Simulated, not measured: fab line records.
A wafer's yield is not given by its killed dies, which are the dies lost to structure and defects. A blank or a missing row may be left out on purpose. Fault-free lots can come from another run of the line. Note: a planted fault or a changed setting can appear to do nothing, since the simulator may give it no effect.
Comparing a struck lot with a sound one ; flow n5Finfet ; 16 steps out of a route of 1938
Sound: wafers L108.2, L108.4, L108.6. Struck: wafer L117.1 (left out: L117.2, L117.6 of the same lot, which were not struck); the cause appears at the end.
Order at every step that has rows: each side's tool, ch and its chambers, its first start. Under that, the readings that differ: sound wafers ; struck wafers ; difference of the means ; sigmas: that difference in standard deviations of wafers without a fault.
alike: same words and numbers on both sides, and readings whose means sit less than 2 such deviations apart. not compared: any withheld reading, any reading some wafer has no value for, any bound like >300 that may hide the same value, and any number with overlapping values for which the record gives no deviation.
The two part at a step that has a row with sigmas, a row that says differs or no value, or rows on one side only. Non-overlapping numbers with no deviation appear without sigmas and do not part them. Lack of a reading on every wafer of one side parts them only where that side has two or more wafers.

first, 8 steps without rows for these wafers: N5_BEOL_M4_COAT_62 (time 60 s, resist thk 12 nm); N5_BEOL_M4_COAT_73 (time 60 s, resist thk 5 nm); N5_BEOL_M4_COAT_05 (resist thk 30 nm); N5_BEOL_M4_EBR_07; N5_BEOL_M4_SOFTBAKE_06 (time 60 s); N5_BEOL_M4_EXPOSE_08 (exposes mask M4); N5_BEOL_M4_PEB_09 (peb time 60 s); N5_BEOL_M4_DEVELOP_10 (develop time 30 s).
N5_BEOL_M4_CD_MEAS_11: target cd 16.79 nm.
  sound on cdSem-01 ch 0, day 8 09:14; struck on cdSem-02 ch 0, day 12 18:49
  alike: cdNm
N5_BEOL_M4_OVL_MEAS_12:
  sound on overlay-02 ch 0, day 8 09:16; struck on overlay-01 ch 0, day 12 18:50
reading;sound;struck;difference;sigmas
M4_OVL (nm);0.6 0.8 0.1;-0.8;-1.3;-2
N5_BEOL_M4_INSPECT_13: inspects for defects (brightfield).
  sound: defectInspect-02 at day 8 09:19; struck: defectInspect-01 at day 12 18:54
  alike: rawDefectCount
N5_BEOL_M4_DESCUM_16: chemistry O2, time 7 s.
  sound on rieDiel-04 ch 2,3, day 8 09:22; struck on rieDiel-04 ch 0, day 12 19:10
  alike: biasPowerW, drypumpMotorCurrentA, oesProductAu, rfVppV, showerheadPlenumPTorr, tempC, throttleValvePct
  not compared: rfHoursCounterH
N5_BEOL_M4_ETCH_74: etches underlayer in N2/H2, target depth 6.5 nm, time 5.2 s.
  sound on rieDiel-04 ch 2,3, day 8 09:25; struck on rieDiel-04 ch 0, day 12 19:12
reading;sound;struck;difference;sigmas
etchRfOnTimeS (s);5.23 5.12 5.06;8.49;+3.35;+56
oesProductAu (a.u.);0.60 0.79 0.79;0.58;-0.15;-2
  alike: drypumpMotorCurrentA, rfVppV, showerheadPlenumPTorr, throttleValvePct
  not compared: rfHoursCounterH
N5_BEOL_M4_ETCH_63: etches SiARC in CF4, target depth 15.6 nm, time 26 s.
  sound on rieDiel-04 ch 2,3, day 8 09:26; struck on rieDiel-04 ch 0, day 12 19:13
  alike: drypumpMotorCurrentA, etchRfOnTimeS, oesProductAu, rfVppV, showerheadPlenumPTorr, throttleValvePct
  not compared: rfHoursCounterH
N5_BEOL_M4_RC_MEAS_101:
  sound on prober-01 ch 0, day 8 17:20; struck on prober-01 ch 0, day 13 12:00
reading;sound;struck;difference;sigmas
DIBL_P (mV/V);34.2 35.7 35.7;38.2;+3.0;+2
IOFF_N (nA/um);0.146 0.161 0.169;0.209;+0.050;+2
IOFF_P (nA/um);0.178 0.206 0.199;0.269;+0.075;+3
  alike: DIBL_N, ION_N, ION_P, SS_N, SS_P, VT_N, VT_P
N5_PASSIVATION_PROBE_49:
  the record holds rows for the sound wafers here (prober-01, day 13 01:29) but none for the struck ones

== WHERE THEY PART ==
At N5_BEOL_M4_OVL_MEAS_12 first; at N5_PASSIVATION_PROBE_49 last (within this record only).

WHY: what had been put in by the simulator
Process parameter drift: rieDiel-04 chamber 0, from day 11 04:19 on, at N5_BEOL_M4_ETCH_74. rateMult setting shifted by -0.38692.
